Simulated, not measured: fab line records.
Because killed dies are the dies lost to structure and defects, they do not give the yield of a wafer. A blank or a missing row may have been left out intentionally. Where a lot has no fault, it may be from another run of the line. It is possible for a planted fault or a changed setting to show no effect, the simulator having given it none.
fab line records + flow n5_finfet
[record]
- lots = 10
- wafers = 29
- last_day = 18
route steps=1938 shown GATE_CUT@487 BEOL_M4@1111
lots that met no fault: from a run of the same line without faults
start_h: the number of hours between the record's first day and the start of the first shown wafer of the lot + wait_h: how many hours have passed since the lot's step before this one + " same as the row above + L1.1+2: several wafers, shown together as one row + - no value present, or no start provided + * or withheld: withheld + < > ~ a bound
route shown NAME@n: names a module that has steps shown in the file, with the first one's number in the route + usual: average and standard deviation across the fault-free wafers + same: alike in all rows + chamber/n: place in a boat + sites: each site's reading + _std_site: their standard deviation + _edge_site: mean of outer sites minus mean of inner sites + radius_mm: how far each site lies from the wafer's centre + mask NAME#n: copy n + behind: the most recent tool/chamber to have shaped the wafer + hold: cause of the lot's hold/its duration in hours/its outcome + device: transistor that didn't switch, given as n, p or np + end of line: at the end of the route, the tests of the same wafers + step lacking rows: just its recipe + killed: at the first sort, the dies lost to defects and structure; wafer yield is something else + map: a wafer's dies, marking killed ones x, the rest . and places with no die _
set.NAME: the run value of the setting; set.NAME@STEP: its run value at that earlier step + model.NAME: the simulator's own value behind a step, which no gauge read
the route's steps for a sample of lots (tables are steps, rows are wafers)
services: when a tool's chamber went out of use (start_h, in hours from the record's first day, below 0 if earlier), for how many hours, and the reason
[[steps]]
[step N5_GATE_CUT_CD_MEAS_13]
[recipe]
- target_cd_nm = 20
- landing_energy_ev = 500
- detector = se_inlens
[usual]
- cd_nm = 20.0/0.32
| lot.wafer | tool      | chamber | start_h | wait_h | cd_nm |
|-----------|-----------|---------|---------|--------|-------|
| L128.3    | cd_sem-03 | 0       | 81.84   | -      | 19.8  |
| L128.4    | "         | 0       | "       | "      | 20.0  |
| L128.6    | "         | 0       | "       | "      | 20.2  |
| L131.3    | cd_sem-01 | 0       | 100.68  | -      | 20.3  |
| L131.4    | "         | 0       | "       | "      | 19.7  |
| L131.6    | "         | 0       | "       | "      | 19.8  |
| L135.3    | cd_sem-01 | 0       | 131.08  | -      | 20.1  |
| L135.5    | "         | 0       | "       | "      | 20.0  |
| L135.6    | "         | 0       | "       | "      | 20.3  |
| L138.1    | cd_sem-03 | 0       | 151.22  | -      | 20.3  |
| L138.4    | "         | 0       | "       | "      | 20.2  |
| L138.6    | "         | 0       | "       | "      | 20.3  |
| L143.1    | cd_sem-02 | 0       | 177.17  | -      | 19.4  |
| L143.5    | "         | 0       | "       | "      | 19.7  |
| L143.6    | "         | 0       | "       | "      | 20.0  |
| L147.1    | cd_sem-02 | 0       | 200.42  | -      | 19.9  |
| L147.3    | "         | 0       | "       | "      | 19.9  |
| L147.4    | "         | 0       | "       | "      | 20.1  |
| L148.3    | cd_sem-03 | 0       | 205.23  | -      | 19.9  |
| L148.4    | "         | 0       | "       | "      | 20.2  |
| L148.6    | "         | 0       | "       | "      | 20.5  |
| L149.2    | cd_sem-03 | 0       | 212.32  | -      | 20.1  |
| L149.5    | "         | 0       | "       | "      | 20.2  |
| L149.6    | "         | 0       | "       | "      | 20.1  |
| L150.3    | cd_sem-03 | 0       | 217.70  | -      | 19.9  |
| L150.5    | "         | 0       | "       | "      | 20.1  |
| L150.6    | "         | 0       | "       | "      | 19.8  |
| L151.2    | cd_sem-03 | 0       | 226.30  | -      | 19.3  |
| L151.5    | "         | 0       | "       | "      | 20.0  |
[step N5_GATE_CUT_DESCUM_18]
[recipe]
- chemistry = O2
- time_s = 7
- source_power_w = 50
- bias_power_w = 20
- pressure_mtorr = 20
- rf_frequency_hz = 2.712e+07
- temp_c = 40
- resist = CAR-EUV
- o2_flow_sccm = 225
[usual]
- drypump_motor_current_A = 5.6/0.43
- oes_product_au = 0.80/0.089
- rf_vpp_V = 242.9/1.3
- showerhead_plenum_p_Torr = 2.08/0.057
- throttle_valve_pct = 20.50/0.24
| lot.wafer | tool        | chamber | start_h | wait_h | drypump_motor_current_A | oes_product_au | rf_hours_counter_h | rf_vpp_V | showerhead_plenum_p_Torr | throttle_valve_pct |
|-----------|-------------|---------|---------|--------|-------------------------|----------------|--------------------|----------|--------------------------|--------------------|
| L128.3    | rie_diel-06 | 0       | 82.87   | 0.9    | 5.2                     | 0.86           | 42                 | 243.7    | 2.03                     | 20.13              |
| L128.4    | "           | 3       | "       | "      | 6.2                     | 0.95           | 11                 | 243.4    | 2.13                     | 20.20              |
| L128.6    | "           | 3       | "       | "      | 6.2                     | 0.95           | -                  | 244.4    | 2.13                     | 20.22              |
| L131.3    | rie_diel-04 | 1       | 100.80  | 0.0    | 5.3                     | 0.73           | 178                | 242.4    | 2.08                     | 20.32              |
| L131.4    | "           | 3       | "       | "      | 5.2                     | 0.91           | 19                 | 242.6    | 2.07                     | 20.50              |
| L131.6    | "           | 2       | "       | "      | 5.7                     | 0.71           | -                  | 240.7    | 2.00                     | 20.95              |
| L135.3    | rie_diel-03 | 2       | 131.20  | 0.0    | 5.3                     | 0.68           | 240                | 242.4    | 2.07                     | 20.51              |
| L135.5    | "           | 1       | "       | "      | 5.4                     | 0.97           | -                  | 245.7    | 2.24                     | 20.47              |
| L135.6    | "           | 0       | "       | "      | 5.1                     | 0.74           | -                  | 242.0    | 2.07                     | 20.40              |
| L138.1    | rie_diel-03 | 1       | 151.35  | 0.0    | 5.4                     | 0.92           | 8                  | 244.5    | 2.24                     | 20.50              |
| L138.4    | "           | 0       | "       | "      | 5.1                     | 0.73           | 186                | 245.1    | 2.07                     | 20.42              |
| L138.6    | "           | 3       | "       | "      | 6.4                     | 0.91           | -                  | 242.3    | 2.14                     | 20.64              |
| L143.1    | rie_diel-06 | 3       | 177.30  | 0.0    | 6.2                     | 0.89           | 32                 | 244.6    | 2.12                     | 20.26              |
| L143.5    | "           | 0       | "       | "      | 5.2                     | 0.83           | -                  | 243.8    | 2.02                     | 20.16              |
| L143.6    | "           | 3       | "       | "      | 6.2                     | 0.89           | -                  | 244.4    | 2.12                     | 20.24              |
| L147.1    | rie_diel-03 | 1       | 202.25  | 1.7    | 5.4                     | 0.89           | 28                 | 244.9    | 2.24                     | 20.51              |
| L147.3    | "           | 2       | "       | "      | 5.3                     | 0.92           | 10                 | 242.2    | 2.06                     | 20.04              |
| L147.4    | "           | 0       | "       | "      | 5.1                     | 0.72           | 205                | 242.8    | 2.06                     | 20.46              |
| L148.3    | rie_diel-03 | 1       | 205.40  | 0.1    | 5.3                     | 0.88           | 29                 | 246.3    | 2.23                     | 20.51              |
| L148.4    | "           | 2       | "       | "      | 5.3                     | 0.91           | 12                 | 241.6    | 2.06                     | 20.04              |
| L148.6    | "           | 0       | "       | "      | 5.1                     | 0.71           | -                  | 244.2    | 2.06                     | 20.45              |
| L149.2    | rie_diel-03 | 3       | 212.45  | 0.0    | 6.4                     | 0.87           | 61                 | 242.7    | 2.14                     | 20.66              |
| L149.5    | "           | 0       | "       | "      | 5.1                     | 0.72           | -                  | 243.2    | 2.06                     | 20.46              |
| L149.6    | "           | 3       | "       | "      | 6.3                     | 0.88           | -                  | 243.4    | 2.14                     | 20.69              |
| L150.3    | rie_diel-03 | 3       | 217.82  | 0.0    | 6.3                     | 0.86           | 62                 | 242.1    | 2.14                     | 20.69              |
| L150.5    | "           | 2       | "       | "      | 5.3                     | 0.90           | -                  | 241.6    | 2.06                     | 20.04              |
| L150.6    | "           | 3       | "       | "      | 6.4                     | 0.87           | -                  | 243.8    | 2.14                     | 20.67              |
| L151.2    | rie_diel-06 | 3       | 226.42  | 0.0    | 6.2                     | 0.87           | 48                 | 244.0    | 2.12                     | 20.27              |
| L151.5    | "           | 1       | "       | "      | 5.7                     | 0.75           | -                  | 243.1    | 2.07                     | 20.62              |
[step N5_GATE_CUT_ETCH_28]
[recipe]
- chemistry = N2/H2
- target = underlayer
- target_depth_a = 130
- mask_material = CAR-EUV
- time_s = 10.4
- ion_energy_ev = 200
- pressure_mtorr = 30
- source_w = 840
- bias_w = 150
- n2_flow_sccm = 200
- h2_flow_sccm = 200
- ends = cleared
[usual]
- drypump_motor_current_A = 5.6/0.43
- etch_rf_on_time_s = 10.5/0.37
- oes_product_au = 0.68/0.073
- rf_vpp_V = 523.5/2.1
- showerhead_plenum_p_Torr = 2.53/0.07
- throttle_valve_pct = 18.0/0.3
| lot.wafer | tool        | chamber | start_h | wait_h | drypump_motor_current_A | etch_rf_on_time_s | oes_product_au | rf_hours_counter_h | rf_vpp_V | showerhead_plenum_p_Torr | throttle_valve_pct |
|-----------|-------------|---------|---------|--------|-------------------------|-------------------|----------------|--------------------|----------|--------------------------|--------------------|
| L128.3    | rie_diel-06 | 0       | 82.91   | 0.0    | 5.2                     | 11.2              | 0.71           | 42                 | 521.1    | 2.46                     | 17.5               |
| L128.4    | "           | 3       | "       | "      | 6.2                     | 10.3              | 0.80           | 11                 | 524.6    | 2.61                     | 17.8               |
| L128.6    | "           | 3       | "       | "      | 6.2                     | 10.5              | 0.78           | -                  | 525.5    | 2.61                     | 17.8               |
| L131.3    | rie_diel-04 | 1       | 100.84  | 0.0    | 5.3                     | 10.0              | 0.63           | 178                | 523.7    | 2.52                     | 17.8               |
| L131.4    | "           | 3       | "       | "      | 5.2                     | 10.6              | 0.77           | 19                 | 523.3    | 2.49                     | 17.8               |
| L131.6    | "           | 2       | "       | "      | 5.7                     | 9.8               | 0.62           | -                  | 521.9    | 2.43                     | 18.5               |
| L135.3    | rie_diel-03 | 2       | 131.23  | 0.0    | 5.3                     | 10.5              | 0.58           | 240                | 523.4    | 2.53                     | 18.0               |
| L135.5    | "           | 1       | "       | "      | 5.4                     | 10.9              | 0.80           | -                  | 528.6    | 2.70                     | 17.8               |
| L135.6    | "           | 0       | "       | "      | 5.1                     | 11.0              | 0.61           | -                  | 522.8    | 2.55                     | 18.0               |
| L138.1    | rie_diel-03 | 1       | 151.38  | 0.0    | 5.4                     | 11.0              | 0.77           | 8                  | 528.8    | 2.70                     | 17.8               |
| L138.4    | "           | 0       | "       | "      | 5.1                     | 10.9              | 0.61           | 186                | 524.6    | 2.55                     | 18.1               |
| L138.6    | "           | 3       | "       | "      | 6.4                     | 10.1              | 0.78           | -                  | 524.7    | 2.63                     | 18.4               |
| L143.1    | rie_diel-06 | 3       | 177.33  | 0.0    | 6.2                     | 10.3              | 0.76           | 32                 | 525.8    | 2.60                     | 17.8               |
| L143.5    | "           | 0       | "       | "      | 5.2                     | 10.9              | 0.69           | -                  | 522.6    | 2.45                     | 17.5               |
| L143.6    | "           | 3       | "       | "      | 6.2                     | 10.3              | 0.76           | -                  | 525.3    | 2.60                     | 17.8               |
| L147.1    | rie_diel-03 | 1       | 202.29  | 0.0    | 5.4                     | 10.8              | 0.74           | 28                 | 527.0    | 2.69                     | 17.8               |
| L147.3    | "           | 2       | "       | "      | 5.3                     | 10.1              | 0.80           | 10                 | 521.3    | 2.52                     | 17.5               |
| L147.4    | "           | 0       | "       | "      | 5.1                     | 10.8              | 0.60           | 205                | 522.4    | 2.54                     | 18.1               |
| L148.3    | rie_diel-03 | 1       | 205.43  | 0.0    | 5.4                     | 10.8              | 0.74           | 29                 | 527.3    | 2.69                     | 17.8               |
| L148.4    | "           | 2       | "       | "      | 5.3                     | 10.2              | 0.79           | 12                 | 522.2    | 2.52                     | 17.5               |
| L148.6    | "           | 0       | "       | "      | 5.1                     | 10.9              | 0.60           | -                  | 523.0    | 2.54                     | 18.1               |
| L149.2    | rie_diel-03 | 3       | 212.48  | 0.0    | 6.4                     | 10.1              | 0.76           | 61                 | 524.8    | 2.62                     | 18.4               |
| L149.5    | "           | 0       | "       | "      | 5.1                     | 10.7              | 0.60           | -                  | 523.1    | 2.54                     | 18.1               |
| L149.6    | "           | 3       | "       | "      | 6.4                     | 10.0              | 0.75           | -                  | 524.6    | 2.62                     | 18.4               |
| L150.3    | rie_diel-03 | 3       | 217.85  | 0.0    | 6.4                     | 10.0              | 0.74           | 62                 | 523.3    | 2.62                     | 18.4               |
| L150.5    | "           | 2       | "       | "      | 5.3                     | 10.2              | 0.78           | -                  | 521.5    | 2.51                     | 17.5               |
| L150.6    | "           | 3       | "       | "      | 6.4                     | 10.0              | 0.75           | -                  | 524.6    | 2.62                     | 18.4               |
| L151.2    | rie_diel-06 | 3       | 226.45  | 0.0    | 6.2                     | 10.4              | 0.73           | 48                 | 525.7    | 2.59                     | 17.8               |
| L151.5    | "           | 1       | "       | "      | 5.7                     | 10.4              | 0.63           | -                  | 523.4    | 2.53                     | 18.1               |
[step N5_GATE_CUT_CMP_23]
[recipe]
- stop_on = SiO2
- t_overpolish_s = 23.4
- post_cmp_clean = alkaline_brush
- down_force_psi = 2.5
- platen_rpm = 51.8
- pad_velocity_m_s = 1.0307
- target_thk_nm = 16
[usual]
- motor_current_A = 9.0/1.1
- overpolish_run_s = 23.399/0.0091
- time_to_endpoint_s = 19/3.1
| lot.wafer | tool   | chamber | start_h | wait_h | motor_current_A | overpolish_run_s | time_to_endpoint_s |
|-----------|--------|---------|---------|--------|-----------------|------------------|--------------------|
| L128.3    | cmp-02 | 1       | 85.59   | 0.8    | 11.2            | 23.397           | 19                 |
| L128.4    | "      | 2       | "       | "      | 8.9             | 23.401           | 17                 |
| L128.6    | "      | 0       | "       | "      | 10.0            | 23.394           | 19                 |
| L131.3    | cmp-04 | 2       | 103.17  | 0.8    | 8.3             | 23.394           | 15                 |
| L131.4    | "      | 0       | "       | "      | 8.9             | 23.398           | 20                 |
| L131.6    | "      | 2       | "       | "      | 8.9             | 23.393           | 17                 |
| L135.3    | cmp-04 | 0       | 133.65  | 0.9    | 8.7             | 23.397           | 18                 |
| L135.6    | "      | 1       | "       | "      | 6.6             | 23.410           | 20                 |
| L135.5    | "      | 2       | "       | "      | 9.0             | 23.409           | 16                 |
| L138.4    | cmp-02 | 3       | 153.71  | 0.8    | 9.1             | 23.400           | 21                 |
| L138.1    | "      | 1       | "       | "      | 12.0            | 23.398           | 20                 |
| L138.6    | "      | 2       | "       | "      | 9.7             | 23.410           | 17                 |
| L143.1    | cmp-02 | 1       | 179.70  | 0.8    | 11.7            | 23.420           | 25                 |
| L143.6    | "      | 3       | "       | "      | 8.7             | 23.401           | 23                 |
| L143.5    | "      | 0       | "       | "      | 9.7             | 23.405           | 20                 |
| L147.4    | cmp-02 | 1       | 204.62  | 0.1    | 10.9            | 23.403           | 22                 |
| L147.1    | "      | 2       | "       | "      | 9.4             | 23.387           | 6                  |
| L147.3    | "      | 3       | "       | "      | 9.3             | 23.413           | 20                 |
| L148.4    | cmp-04 | 0       | 207.77  | 0.1    | 9.3             | 23.399           | 22                 |
| L148.3    | "      | 1       | "       | "      | 7.0             | 23.408           | 19                 |
| L148.6    | "      | 3       | "       | "      | 9.0             | 23.399           | 14                 |
| L149.2    | cmp-02 | 1       | 214.92  | 0.9    | 10.8            | 23.402           | 22                 |
| L149.6    | "      | 2       | "       | "      | 8.5             | 23.416           | 8                  |
| L149.5    | "      | 3       | "       | "      | 9.7             | 23.408           | 19                 |
| L150.3    | cmp-04 | 0       | 220.22  | 0.8    | 9.6             | 23.397           | 19                 |
| L150.6    | "      | 2       | "       | "      | 9.0             | 23.397           | 18                 |
| L150.5    | "      | 3       | "       | "      | 8.8             | 23.399           | 13                 |
| L151.2    | cmp-04 | 0       | 228.78  | 0.8    | 8.7             | 23.406           | 20                 |
| L151.5    | "      | 3       | "       | "      | 9.5             | 23.414           | 15                 |
[step N5_BEOL_M4_RC_MEAS_101]
[usual]
- DIBL_N = 36.0/2.5
- DIBL_P = 36.2/3
- IOFF_N = 0.16/0.044
- IOFF_P = 0.21/0.049
- ION_N = 671/15
- ION_P = 461/8.7
- SS_N = 71.5/0.72
- SS_P = 73.4/0.9
- VT_N = 251/4.4
- VT_P = -250/4
| lot.wafer | tool      | chamber | start_h | wait_h | DIBL_N[mV/V] | DIBL_P[mV/V] | IOFF_N[nA/um] | IOFF_P[nA/um] | ION_N[uA/um] | ION_P[uA/um] | SS_N[mV/dec] | SS_P[mV/dec] | VT_N[mV] | VT_P[mV] |
|-----------|-----------|---------|---------|--------|--------------|--------------|---------------|---------------|--------------|--------------|--------------|--------------|----------|----------|
| L128.3    | prober-01 | 0       | 180.36  | 0.3    | 34.7         | 33.8         | 0.13          | 0.20          | 653          | 456          | 71.5         | 72.0         | 255      | -250     |
| L128.4    | "         | 0       | "       | "      | 36.7         | 36.3         | 0.16          | 0.24          | 672          | 469          | 71.4         | 73.8         | 249      | -243     |
| L128.6    | "         | 0       | "       | "      | 33.9         | 32.7         | 0.12          | 0.19          | 667          | 468          | 71.0         | 72.1         | 252      | -246     |
| L131.3    | prober-02 | 0       | 206.96  | 0.3    | 32.7         | 34.3         | 0.12          | 0.18          | 656          | 455          | 70.9         | 72.2         | 252      | -249     |
| L131.4    | "         | 0       | "       | "      | 37.3         | 40.0         | 0.20          | 0.24          | 677          | 459          | 72.3         | 74.3         | 247      | -249     |
| L131.6    | "         | 0       | "       | "      | 35.7         | 38.5         | 0.16          | 0.24          | 663          | 461          | 71.7         | 74.3         | 253      | -247     |
| L135.3    | prober-02 | 0       | 223.87  | 0.3    | 37.0         | 36.6         | 0.16          | 0.20          | 669          | 457          | 72.0         | 73.2         | 254      | -252     |
| L135.5    | "         | 0       | "       | "      | 36.0         | 35.6         | 0.14          | 0.19          | 663          | 460          | 71.0         | 72.6         | 255      | -251     |
| L135.6    | "         | 0       | "       | "      | 39.7         | 40.1         | 0.21          | 0.26          | 700          | 473          | 72.0         | 74.0         | 246      | -249     |
| L138.1    | prober-02 | 0       | 244.31  | 0.0    | 35.8         | 35.0         | 0.13          | 0.19          | 662          | 459          | 71.5         | 73.2         | 253      | -253     |
| L138.4    | "         | 0       | "       | "      | 38.2         | 37.5         | 0.17          | 0.22          | 672          | 463          | 72.1         | 73.5         | 249      | -247     |
| L138.6    | "         | 0       | "       | "      | 35.3         | 33.7         | 0.13          | 0.18          | 662          | 464          | 71.2         | 72.7         | 252      | -252     |
| L143.1    | prober-02 | 0       | 275.70  | 0.0    | 34.1         | 35.5         | 0.13          | 0.21          | 669          | 466          | 71.0         | 73.4         | 251      | -248     |
| L143.5    | "         | 0       | "       | "      | 37.7         | 38.3         | 0.21          | 0.25          | 676          | 466          | 72.5         | 74.1         | 247      | -247     |
| L143.6    | "         | 0       | "       | "      | 34.2         | 35.0         | 0.14          | 0.20          | 667          | 466          | 71.3         | 73.2         | 249      | -252     |
| L147.1    | prober-01 | 0       | 286.74  | 0.4    | 33.0         | 31.1         | 0.10          | 0.15          | 653          | 454          | 71.0         | 71.9         | 258      | -255     |
| L147.3    | "         | 0       | "       | "      | 32.5         | 31.6         | 0.10          | 0.15          | 643          | 447          | 70.5         | 72.3         | 259      | -253     |
| L147.4    | "         | 0       | "       | "      | 35.2         | 35.9         | 0.14          | 0.21          | 668          | 456          | 71.3         | 73.8         | 250      | -251     |
| L148.3    | prober-02 | 0       | 306.95  | 0.3    | 36.2         | 37.6         | 0.16          | 0.25          | 674          | 477          | 71.6         | 73.7         | 250      | -247     |
| L148.4    | "         | 0       | "       | "      | 33.7         | 33.4         | 0.11          | 0.17          | 657          | 453          | 71.6         | 72.2         | 256      | -254     |
| L148.6    | "         | 0       | "       | "      | 39.4         | 39.8         | 0.22          | 0.28          | 694          | 471          | 73.2         | 73.9         | 243      | -246     |
| L150.3    | prober-01 | 0       | 308.65  | 0.3    | 40.1         | 40.6         | 0.25          | 0.31          | 689          | 470          | 73.0         | 74.3         | 245      | -242     |
| L150.5    | "         | 0       | "       | "      | 36.2         | 35.1         | 0.13          | 0.19          | 651          | 453          | 71.1         | 73.0         | 255      | -252     |
| L150.6    | "         | 0       | "       | "      | 37.9         | 37.6         | 0.19          | 0.25          | 675          | 463          | 71.8         | 73.6         | 246      | -246     |
| L149.2    | prober-01 | 0       | 309.42  | 0.6    | 36.4         | 36.3         | 0.17          | 0.25          | 678          | 473          | 72.1         | 73.6         | 251      | -248     |
| L149.5    | "         | 0       | "       | "      | 39.7         | 40.5         | 0.26          | 0.34          | 698          | 475          | 72.2         | 74.3         | 242      | -244     |
| L149.6    | "         | 0       | "       | "      | 34.3         | 32.5         | 0.13          | 0.18          | 672          | 460          | 70.5         | 72.5         | 251      | -249     |
| L151.2    | prober-02 | 0       | 318.85  | 0.2    | 37.1         | 38.2         | 0.17          | 0.21          | 685          | 470          | 71.1         | 74.5         | 253      | -253     |
| L151.5    | "         | 0       | "       | "      | 34.0         | 34.5         | 0.12          | 0.16          | 675          | 460          | 70.8         | 73.5         | 252      | -258     |
[[services]]
| tool        | chamber | start_h | hours | kind                           |
|-------------|---------|---------|-------|--------------------------------|
| cmp-02      | -       | 68.77   | 4.0   | pm                             |
| cmp-02      | -       | 72.77   | -     | consumable_replace:conditioner |
| cmp-02      | -       | 72.77   | -     | consumable_replace:pad         |
| rie_diel-06 | -       | 86.87   | 0.4   | repair                         |
| rie_diel-03 | 1       | 94.69   | -     | clean                          |
| rie_diel-03 | 1       | 94.69   | -     | consumable_replace:focus_ring  |
| rie_diel-03 | 1       | 94.69   | -     | consumable_replace:showerhead  |
| rie_diel-03 | 1       | 94.69   | 23.9  | scheduled_down                 |
| rie_diel-03 | 1       | 94.69   | 23.9  | vent_cycle                     |
| rie_diel-06 | 3       | 133.56  | 10.2  | repair                         |
| rie_diel-03 | 1       | 146.18  | 2.5   | repair                         |
| cmp-04      | -       | 153.06  | 6.5   | repair                         |
| rie_diel-03 | -       | 159.37  | 0.7   | repair                         |
| rie_diel-03 | 2       | 161.15  | -     | clean                          |
| rie_diel-03 | 2       | 161.15  | -     | consumable_replace:focus_ring  |
| rie_diel-03 | 2       | 161.15  | 13.2  | scheduled_down                 |
| rie_diel-03 | 2       | 161.15  | 13.2  | vent_cycle                     |
| rie_diel-04 | -       | 188.17  | 14.6  | pm                             |
| cmp-04      | -       | 191.48  | 0.5   | repair                         |
[[key]]
[first_sign]
- step = N5_GATE_CUT_CMP_23
- reading = time_to_endpoint_s
- direction = down
- sigmas = 3.9
- usual = *
- struck = *
effect none on later readings
met_at N5_GATE_CUT_CMP_23
struck_lots L147,L149
struck_wafers L147.1,L149.6
not_acting_at N5_GATE_CUT_CD_MEAS_13,N5_GATE_CUT_DESCUM_18,N5_GATE_CUT_ETCH_28
onset_between 179.70 204.62
[fault]
- kind = process_parameter_drift
- tool = cmp-02
- chamber = -
- onset_h = 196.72
- steps = N5_GATE_CUT_CMP_23
- channel = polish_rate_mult
- offset = 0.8
- shape = step
- end_h = 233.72
- scope = struck_wafers_only
